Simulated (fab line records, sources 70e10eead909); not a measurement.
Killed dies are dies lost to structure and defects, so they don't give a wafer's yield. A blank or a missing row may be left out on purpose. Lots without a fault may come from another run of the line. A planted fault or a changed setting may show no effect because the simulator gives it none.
Problem report in the 8D (eight disciplines) form, filled by code | flow nand_harc | the parts of the form that need people (team, actions taken, sign-off) are left out

1. THE PROBLEM
heater_power_total_W at NHARC_A_CONTACT_SOFTBAKE_03 reads a mean of 323.24 W on 2 wafers of 2 lots; wafers without a fault read 188.46 W with a standard deviation of 0.15. That is +99 or more standard deviations from the usual mean.
The step: time 55 s.
First seen on wafer L855.1, day 25 15:00, on litho_track-04. The record holds 41 wafers of 14 lots with a number at this step. Rule for "out", or "out of limits": more than 4 standard deviations from the usual mean. The other wafers with a number count as sound.

2. WHAT IT IS AND WHAT IT IS NOT
question                    | is                   | is not
which readings at this step | heater_power_total_W | -
which lots                  | L855, L859           | L848, L849, L850, L851, L852, L854, L861, L867, L868, L869, L870, L871
which wafers of those lots  | L855.1, L859.1       | L855.2, L855.3, L859.6
read on which tools         | litho_track-04       | litho_track-01, litho_track-06
when                        | from day 25 15:00    | up to then (20 sound wafers); but 19 sound wafers of L859, L861, L867, L868, L869, L870, L871 came after

3. SUSPECTS, AND WHAT RULES EACH OUT
Counting: a tool at a process step up to the reading stays a suspect if it ran every lot that is out. Sound lots after the first of them don't rule it out here, since some wafers of a struck lot are sound.
- litho_track-04 at NHARC_A_CONTACT_SOFTBAKE_03 (time 55 s): kept. It ran every lot that is out, first L855 (day 25 15:00); its last sound lot up to then is L854 (day 24 17:00). Its own readings are out on those wafers: heater_power_total_W.
Left after counting: litho_track-04 at NHARC_A_CONTACT_SOFTBAKE_03.

4. THE CAUSE (what the simulator had put in)
Process parameter drift: litho_track-04, from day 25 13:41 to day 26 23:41, at NHARC_A_CONTACT_SOFTBAKE_03. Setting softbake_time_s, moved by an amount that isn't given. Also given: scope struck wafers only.
Counting left only this tool.

5. THE CHAIN OF EFFECTS, in route order
Each row: a reading whose mean over the struck wafers that have a number lies more than 3 standard deviations from the usual. Only readings for which the record gives a usual standard deviation are gone through. hours: the time from each lot's start at the first step in this table that gives one to its start at this step, as a median over the lots. sigmas: the change in usual standard deviations.
hours | step                        | reading              | usual    | on struck wafers | change  | sigmas
0     | NHARC_A_CONTACT_SOFTBAKE_03 | heater_power_total_W | 188.46 W | 323.24           | +134.78 | +99 or more
54    | NHARC_END_SORT_01           | killed_at_other      | 1.0      | 6.0              | +5.0    | +3.6
The process steps in it:
- NHARC_A_CONTACT_SOFTBAKE_03: time 55 s.
Later measuring or inspecting steps at which every struck wafer that the step has a row for has a number for every such reading, and none has moved that far: NHARC_A_CONTACT_INSPECT_10.

6. WHAT WOULD HAVE CAUGHT IT SOONER
In this record the first reading out of limits was taken at day 25 15:00, 1 hour after the fault began at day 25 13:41.
